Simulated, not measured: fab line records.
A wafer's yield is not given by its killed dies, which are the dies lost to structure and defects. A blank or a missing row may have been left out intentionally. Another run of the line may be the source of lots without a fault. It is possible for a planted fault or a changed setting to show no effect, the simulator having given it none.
A lot that was struck, set against a sound lot :: flow nand_harc :: 13 out of 1159 route steps
Sound: the wafers L583.2, L583.3, L583.4. Wafers struck: L587.3, L587.4, L587.5. The cause is named last.
Per side, at each step with rows, come the tool, then ch with its chambers, and then its first start. Under that, the readings that differ: sound wafers :: struck wafers :: difference of the means :: sigmas: that difference in standard deviations of wafers without a fault.
alike: words and numbers the same on both sides, and readings whose means are apart by under 2 such deviations; not compared: readings that were withheld, readings missing a value for some wafer, numbers with overlapping values and no deviation given by the record, and bounds like >300 which may hide the same value.
Wherever a step has rows on one side only, a row that says differs or no value, or a row with sigmas, the two part there. Numbers that have no deviation but don't overlap get no sigmas and don't part them. A reading missing from all wafers of one side parts the sides only when that side holds two or more wafers.

first, 2 steps without rows for these wafers: NHARC_A_STAIRCASE_TRIM_191 (chemistry O2, time 211.2 s); NHARC_A_STAIRCASE_ETCH_192 (etches the open film in C4F8/O2, target depth 100 nm, time 40.5 s).
NHARC_A_STAIRCASE_TRIM_193: chemistry O2, time 211.2 s.
  sound on rie_diel-04 ch 0,1,2; struck on rie_diel-04 ch 0,3
  alike: drypump_motor_current_A, mfc_ar_sccm, oes_product_au, rf_vpp_V, showerhead_plenum_p_Torr, throttle_valve_pct
  not compared: rf_hours_counter_h
then, 1 step without rows for these wafers: NHARC_A_STAIRCASE_ETCH_194 (etches the open film in C4F8/O2, target depth 100 nm, time 40.5 s).
NHARC_A_STAIRCASE_TRIM_196: chemistry O2, time 211.2 s.
  sound on rie_diel-08 ch 0,3, day 14 12:26; struck on rie_diel-12 ch 0,1,2, day 15 13:55
  alike: drypump_motor_current_A, mfc_ar_sccm, oes_product_au, rf_vpp_V, showerhead_plenum_p_Torr, throttle_valve_pct
  not compared: rf_hours_counter_h
NHARC_A_STAIRCASE_ETCH_197: etches the open film in C4F8/O2, target depth 100 nm, time 40.5 s.
  sound on rie_diel-08 ch 1,3; struck on rie_diel-12 ch 1,3
  alike: bias_w, chamber_pressure_mTorr, oes_product_au, rf_vpp_V
  not compared: rf_hours_counter_h
then, 3 steps without rows for these wafers: NHARC_A_STAIRCASE_TRIM_198 (chemistry O2, time 211.2 s); NHARC_A_STAIRCASE_ETCH_199 (etches the open film in C4F8/O2, target depth 100 nm, time 40.5 s); NHARC_A_STAIRCASE_TRIM_200 (chemistry O2, time 211.2 s).
NHARC_A_STAIRCASE_ETCH_201: etches the open film in C4F8/O2, target depth 100 nm, time 40.5 s.
  sound on rie_diel-08 ch 0,1,3; struck on rie_diel-12 ch 0,2
  alike: bias_w, chamber_pressure_mTorr, oes_product_au, rf_vpp_V
  not compared: rf_hours_counter_h
NHARC_A_STAIRCASE_TRIM_202: chemistry O2, time 211.2 s.
  sound on rie_diel-08 ch 1,3; struck on rie_diel-12 ch 0,1,2
  alike: drypump_motor_current_A, mfc_ar_sccm, oes_product_au, rf_vpp_V, showerhead_plenum_p_Torr, throttle_valve_pct
  not compared: rf_hours_counter_h
NHARC_A_STAIRCASE_ETCH_203: etches the open film in C4F8/O2, target depth 100 nm, time 40.5 s.
  sound on rie_diel-08 ch 0,3, day 14 15:35; struck on rie_diel-12 ch 0,3, day 15 14:47
  no value came back on the struck wafers for bias_w (W), chamber_pressure_mTorr (mTorr), oes_product_au (a.u.), rf_vpp_V (V); on the sound wafers bias_w (W) reads 995 999 995
  not compared: rf_hours_counter_h
-- record jumps: 8 days between struck wafers' starts before vs after; left off in module A_STAIRCASE, resumes in module END, first step shown is number 1159 of the route --
NHARC_END_SORT_01:
  at this point the record logs the struck wafers (prober-01 ch 0, day 23 22:44) and has no rows for the sound ones

## WHERE THEY PART
Earliest at NHARC_A_STAIRCASE_ETCH_203; latest, in this record, at NHARC_END_SORT_01.

WHY: what the simulator had put in
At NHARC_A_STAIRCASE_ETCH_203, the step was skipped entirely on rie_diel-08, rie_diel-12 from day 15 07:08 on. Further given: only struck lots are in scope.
